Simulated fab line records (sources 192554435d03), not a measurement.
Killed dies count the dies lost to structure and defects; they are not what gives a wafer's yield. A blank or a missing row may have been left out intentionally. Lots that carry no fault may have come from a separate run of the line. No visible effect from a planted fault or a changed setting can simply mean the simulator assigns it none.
fab line records | flow n5_finfet | part 2 of 2: steps 26 to 30 of 30
record lots=5 | wafers=15 | last_day=19
route steps=1938 shown BEOL_M14@1724
lots with no fault: from the same line, run without faults
start_h: start of the lot's first displayed wafer, in hours after the record's first day | wait_h: hours since the lot's step before | " repeats the value in the row above | L1.1+2: a row that stands for several wafers | - no value present, or no start provided | * or withheld: withheld | < > ~ a bound
route shown NAME@n: NAME is a module with steps in the file, n the number in the route of the first one | usual: the fault-free wafers' mean and standard deviation | same: alike in all rows | chamber/n: place in a boat | sites: readings site by site | _std_site: the values' standard deviation | _edge_site: inner sites' mean taken away from outer sites' mean | radius_mm: for every site, how far away it sits from the centre of the wafer | mask NAME#n: copy n | behind: tool/chamber where the wafer was last shaped | hold: reason for holding the lot/hours on hold/outcome of the hold | device: whichever transistor did not switch (one of n, p or np) | end of line: the tests these same wafers got at the end of their route | where a step has no rows: the recipe by itself | killed: dies lost to structure and defects at the first sort, not the wafer's yield | map: shows each die of a wafer: x if killed, . if not, _ if none is there
set.NAME: setting as actually run; set.NAME@STEP: the setting as run at that earlier step | model.NAME: the simulator's own value behind a step, which no gauge read
a table for each step, a row for each wafer; lots at some steps of the route
services: the hour from which a tool's chamber was out of use, counted from the record's first day as start_h (under 0 if before that day), plus the number of hours and why
## steps
# step N5_BEOL_M14_DESCUM_33
# recipe chemistry=O2 | time_s=7.9 | source_power_w=50 | bias_power_w=20 | pressure_mtorr=20 | rf_frequency_hz=2.712e+07 | temp_c=40 | o2_flow_sccm=225
# usual bias_power_w=20.00/0.06 | drypump_motor_current_A=5.7/0.42 | o2_flow_sccm=225.0/0.65 | oes_product_au=0.81/0.07 | rf_vpp_V=243.2/1.2 | showerhead_plenum_p_Torr=2.09/0.062 | throttle_valve_pct=20.38/0.22
lot.wafer | tool        | chamber | start_h | wait_h | bias_power_w | drypump_motor_current_A | o2_flow_sccm | oes_product_au | rf_hours_counter_h | rf_vpp_V | showerhead_plenum_p_Torr | throttle_valve_pct
L075.1    | rie_diel-05 | 3       | 233.68  | 0.0    | 20.01        | 6.6                     | 225.5        | 0.89           | 31                 | 243.0    | 2.06                     | 20.08
L075.3    | "           | 2       | "       | "      | 19.97        | 6.1                     | 224.8        | 0.92           | 22                 | 244.5    | 2.14                     | 20.15
L075.4    | "           | 0       | "       | "      | 19.89        | 5.7                     | 225.2        | 0.70           | 247                | 242.5    | 2.06                     | 20.54
L074.1    | rie_diel-01 | 1       | 238.54  | 0.0    | 20.11        | 6.0                     | 225.0        | 0.80           | 98                 | 244.1    | 2.11                     | 20.25
L074.3    | "           | 0       | "       | "      | 19.94        | 5.8                     | 225.4        | 0.90           | 42                 | 243.7    | 2.15                     | 20.08
L074.5    | "           | 1       | "       | "      | 20.01        | 6.0                     | 224.5        | 0.80           | -                  | 243.4    | 2.11                     | 20.23
L076.1    | rie_diel-06 | 2       | 249.97  | 0.4    | 20.06        | 4.6                     | 224.1        | 0.80           | 116                | 243.1    | 2.12                     | 20.77
L076.5    | "           | 1       | "       | "      | 19.99        | 5.3                     | 224.5        | 0.69           | -                  | 240.3    | 1.96                     | 20.41
L076.6    | "           | 2       | "       | "      | 20.02        | 4.6                     | 224.4        | 0.80           | -                  | 241.7    | 2.12                     | 20.74
L081.1    | rie_diel-01 | 1       | 262.97  | 0.0    | 19.91        | 6.0                     | 224.6        | 0.78           | 109                | 243.3    | 2.11                     | 20.25
L081.2    | "           | 2       | "       | "      | 20.00        | 5.4                     | 225.2        | 0.81           | 84                 | 243.0    | 2.04                     | 20.59
L081.4    | "           | 3       | "       | "      | 20.01        | 6.0                     | 224.7        | 0.75           | 138                | 243.6    | 2.08                     | 20.59
L097.1    | rie_diel-05 | 2       | 413.48  | 0.0    | 20.07        | 6.1                     | 225.4        | 0.84           | 80                 | 244.5    | 2.12                     | 20.23
L097.2    | "           | 3       | "       | "      | 19.96        | 6.6                     | 224.7        | 0.80           | 89                 | 241.9    | 2.04                     | 20.15
L097.3    | "           | 1       | "       | "      | 19.96        | 5.8                     | 225.1        | 0.89           | 36                 | 244.2    | 2.24                     | 20.43
# step N5_BEOL_M14_ETCH_67
# recipe chemistry=CF4 | target=SiARC | target_depth_a=1430 | time_s=238.3 | ion_energy_ev=80 | pressure_mtorr=40 | source_w=545 | bias_w=36 | Ar_flow_sccm=100 | cf4_flow_sccm=100 | ends=cleared
# usual drypump_motor_current_A=5.7/0.42 | etch_rf_on_time_s=237/6.5 | oes_product_au=0.69/0.061 | rf_vpp_V=184.0/1.2 | showerhead_plenum_p_Torr=2.14/0.059 | throttle_valve_pct=15.55/0.26
lot.wafer | tool        | chamber | start_h | wait_h | drypump_motor_current_A | etch_rf_on_time_s | oes_product_au | rf_hours_counter_h | rf_vpp_V | showerhead_plenum_p_Torr | throttle_valve_pct
L075.1    | rie_diel-05 | 3       | 233.72  | 0.0    | 6.6                     | 237               | 0.74           | 31                 | 183.0    | 2.09                     | 15.15
L075.3    | "           | 2       | "       | "      | 6.1                     | 231               | 0.79           | 22                 | 183.1    | 2.18                     | 15.21
L075.4    | "           | 0       | "       | "      | 5.6                     | 238               | 0.60           | 247                | 183.8    | 2.11                     | 15.79
L074.1    | rie_diel-01 | 1       | 238.57  | 0.0    | 6.0                     | 238               | 0.67           | 98                 | 186.1    | 2.15                     | 15.40
L074.3    | "           | 0       | "       | "      | 5.8                     | 226               | 0.77           | 42                 | 183.6    | 2.18                     | 15.24
L074.5    | "           | 1       | "       | "      | 6.0                     | 240               | 0.68           | -                  | 183.4    | 2.15                     | 15.40
L076.1    | rie_diel-06 | 2       | 250.01  | 0.0    | 4.6                     | 236               | 0.68           | 116                | 184.0    | 2.15                     | 15.80
L076.5    | "           | 1       | "       | "      | 5.3                     | 240               | 0.59           | -                  | 181.2    | 2.03                     | 15.72
L076.6    | "           | 2       | "       | "      | 4.6                     | 238               | 0.67           | -                  | 184.4    | 2.15                     | 15.80
L081.1    | rie_diel-01 | 1       | 263.01  | 0.0    | 5.9                     | 238               | 0.67           | 109                | 184.0    | 2.14                     | 15.41
L081.2    | "           | 2       | "       | "      | 5.4                     | 253               | 0.67           | 84                 | 182.0    | 2.07                     | 15.60
L081.4    | "           | 3       | "       | "      | 6.0                     | 241               | 0.64           | 138                | 183.0    | 2.16                     | 15.99
L097.1    | rie_diel-05 | 2       | 413.51  | 0.0    | 6.1                     | 232               | 0.71           | 80                 | 183.2    | 2.16                     | 15.33
L097.2    | "           | 3       | "       | "      | 6.6                     | 235               | 0.69           | 89                 | 183.0    | 2.08                     | 15.27
L097.3    | "           | 1       | "       | "      | 5.8                     | 228               | 0.78           | 36                 | 185.9    | 2.27                     | 15.51
# step N5_BEOL_M14_ETCH_68
# recipe chemistry=N2/H2 | target=SOC | mask_material=SiARC | source_w=3000 | bias_w=350 | temp_c=40 | time_s=450 | ion_energy_ev=200 | pressure_mtorr=30 | n2_flow_sccm=200 | h2_flow_sccm=200
# usual drypump_motor_current_A=5.7/0.42 | oes_product_au=0.81/0.068 | rf_vpp_V=523.9/2.2 | showerhead_plenum_p_Torr=2.54/0.068 | throttle_valve_pct=17.7/0.31
lot.wafer | tool        | chamber | start_h | wait_h | drypump_motor_current_A | oes_product_au | rf_hours_counter_h | rf_vpp_V | showerhead_plenum_p_Torr | throttle_valve_pct
L075.1    | rie_diel-05 | 3       | 233.86  | 0.1    | 6.6                     | 0.89           | 31                 | 523.4    | 2.49                     | 17.4
L075.3    | "           | 2       | "       | "      | 6.1                     | 0.93           | 22                 | 525.8    | 2.58                     | 17.4
L075.4    | "           | 0       | "       | "      | 5.6                     | 0.71           | 247                | 523.0    | 2.52                     | 18.1
L074.1    | rie_diel-01 | 1       | 238.72  | 0.1    | 6.0                     | 0.80           | 99                 | 523.9    | 2.53                     | 17.4
L074.3    | "           | 0       | "       | "      | 5.8                     | 0.90           | 42                 | 524.8    | 2.59                     | 17.3
L074.5    | "           | 1       | "       | "      | 6.0                     | 0.80           | -                  | 523.7    | 2.53                     | 17.4
L076.1    | rie_diel-06 | 2       | 250.15  | 0.1    | 4.6                     | 0.80           | 117                | 524.3    | 2.56                     | 18.0
L076.5    | "           | 1       | "       | "      | 5.3                     | 0.68           | -                  | 520.1    | 2.42                     | 18.0
L076.6    | "           | 2       | "       | "      | 4.6                     | 0.79           | -                  | 522.4    | 2.56                     | 18.0
L081.1    | rie_diel-01 | 1       | 263.16  | 0.1    | 6.0                     | 0.78           | 109                | 524.8    | 2.53                     | 17.4
L081.2    | "           | 2       | "       | "      | 5.4                     | 0.80           | 84                 | 522.9    | 2.50                     | 18.1
L081.4    | "           | 3       | "       | "      | 6.0                     | 0.75           | 138                | 524.2    | 2.56                     | 18.1
L097.1    | rie_diel-05 | 2       | 413.66  | 0.1    | 6.1                     | 0.83           | 80                 | 523.6    | 2.55                     | 17.5
L097.2    | "           | 3       | "       | "      | 6.6                     | 0.81           | 89                 | 522.3    | 2.47                     | 17.5
L097.3    | "           | 1       | "       | "      | 5.8                     | 0.89           | 36                 | 528.7    | 2.69                     | 17.7
# step N5_BEOL_M14_STRIP_69
# recipe chemistry=N2/H2 | temp_c=40 | n2_flow_sccm=200 | h2_flow_sccm=200 | rf_frequency_hz=6e+07
lot.wafer  | tool        | chamber | start_h | wait_h
L075.1+3+4 | rie_diel-05 | 3,2,0   | 234.13  | 0.1
L074.1+3+5 | rie_diel-01 | 1,0,1   | 238.98  | 0.1
L076.1+5+6 | rie_diel-06 | 2,1,2   | 250.42  | 0.1
L081.1+2+4 | rie_diel-01 | 1,2,3   | 263.42  | 0.1
L097.1+2+3 | rie_diel-05 | 2,3,1   | 413.92  | 0.1
# step N5_BEOL_M14_TRENCH_ETCH_34
# recipe chemistry=C4F8/O2/Ar | target=SiO2 | target_depth_a=5566.5 | mask_material=SOC | he_inner_torr=15 | he_outer_torr=30 | time_s=126.9 | ion_energy_ev=800 | pressure_mtorr=20 | source_w=1905 | bias_w=2040 | Ar_flow_sccm=400 | C4F8_flow_sccm=16 | O2_flow_sccm=12
# usual C4F8_flow_sccm=16.00/0.047 | drypump_motor_current_A=5.7/0.42 | oes_o_777_au=0.80/0.075 | oes_product_au=0.81/0.072 | rf_vpp_V=2223/35 | showerhead_plenum_p_Torr=3.43/0.091 | throttle_valve_pct=30.8/0.3
lot.wafer | tool        | chamber | start_h | wait_h | C4F8_flow_sccm | drypump_motor_current_A | oes_o_777_au | oes_product_au | rf_hours_counter_h | rf_vpp_V | showerhead_plenum_p_Torr | throttle_valve_pct
L075.1    | rie_diel-05 | 3       | 234.14  | 0.0    | 15.93          | 6.7                     | 0.87         | 0.87           | 31                 | 2264     | 3.37                     | 30.5
L075.3    | "           | 2       | "       | "      | 15.96          | 6.1                     | 0.91         | 0.93           | 22                 | 2220     | 3.51                     | 30.8
L075.4    | "           | 0       | "       | "      | 15.95          | 5.7                     | 0.71         | 0.71           | 247                | 2189     | 3.40                     | 30.9
L074.1    | rie_diel-01 | 1       | 238.99  | 0.0    | 16.06          | 6.0                     | 0.77         | 0.79           | 99                 | 2264     | 3.44                     | 30.4
L074.3    | "           | 0       | "       | "      | 16.02          | 5.8                     | 0.92         | 0.91           | 42                 | 2204     | 3.48                     | 30.3
L074.5    | "           | 1       | "       | "      | 15.91          | 6.0                     | 0.78         | 0.79           | -                  | 2263     | 3.44                     | 30.5
L076.1    | rie_diel-06 | 2       | 250.43  | 0.0    | 15.94          | 4.6                     | 0.79         | 0.79           | 117                | 2270     | 3.44                     | 31.1
L076.5    | "           | 1       | "       | "      | 16.03          | 5.3                     | 0.69         | 0.69           | -                  | 2173     | 3.25                     | 30.9
L076.6    | "           | 2       | "       | "      | 16.04          | 4.6                     | 0.79         | 0.79           | -                  | 2269     | 3.44                     | 31.1
L081.1    | rie_diel-01 | 1       | 263.43  | 0.0    | 16.08          | 6.0                     | 0.76         | 0.77           | 109                | 2263     | 3.43                     | 30.4
L081.2    | "           | 2       | "       | "      | 16.03          | 5.4                     | 0.80         | 0.79           | 84                 | 2178     | 3.34                     | 31.0
L081.4    | "           | 3       | "       | "      | 15.98          | 6.1                     | 0.74         | 0.75           | 138                | 2243     | 3.45                     | 31.2
L097.1    | rie_diel-05 | 2       | 413.93  | 0.0    | 16.01          | 6.1                     | 0.82         | 0.84           | 81                 | 2217     | 3.48                     | 30.8
L097.2    | "           | 3       | "       | "      | 16.07          | 6.6                     | 0.80         | 0.80           | 90                 | 2262     | 3.34                     | 30.5
L097.3    | "           | 1       | "       | "      | 16.05          | 5.8                     | 0.91         | 0.90           | 36                 | 2280     | 3.64                     | 30.9
## services
tool           | chamber | start_h | hours | kind
krf_scanner-02 | -       | 212.59  | 3.6   | pm
krf_scanner-01 | -       | 218.19  | 3.6   | pm
krf_scanner-02 | -       | 224.03  | 1.0   | pm
krf_scanner-02 | -       | 238.94  | 1.2   | repair
krf_scanner-01 | -       | 243.64  | 0.8   | pm
krf_scanner-02 | -       | 245.72  | 4.6   | repair
wet_bench-04   | -       | 246.04  | 2.2   | repair
krf_scanner-01 | -       | 256.76  | 1.0   | pm
rie_diel-05    | 3       | 276.08  | 2.3   | repair
krf_scanner-02 | -       | 279.75  | 0.2   | repair
krf_scanner-02 | -       | 281.95  | 0.5   | repair
rie_diel-06    | 3       | 293.23  | 2.9   | repair
rie_diel-06    | 2       | 303.16  | 1.3   | repair
rie_diel-01    | 2       | 315.19  | 3.4   | repair
rie_diel-01    | 0       | 316.28  | 5.0   | repair
krf_scanner-02 | -       | 318.91  | 0.8   | pm
krf_scanner-02 | -       | 328.09  | 1.3   | pm
krf_scanner-01 | -       | 334.48  | 0.6   | repair
rie_diel-05    | 2       | 351.67  | 2.7   | repair
rie_diel-01    | 2       | 362.38  | 15.4  | repair
rie_diel-06    | 3       | 370.26  | 15.6  | repair
rie_diel-01    | -       | 378.99  | 1.1   | repair
krf_scanner-02 | -       | 393.03  | 1.0   | pm
krf_scanner-02 | -       | 397.32  | 0.5   | repair
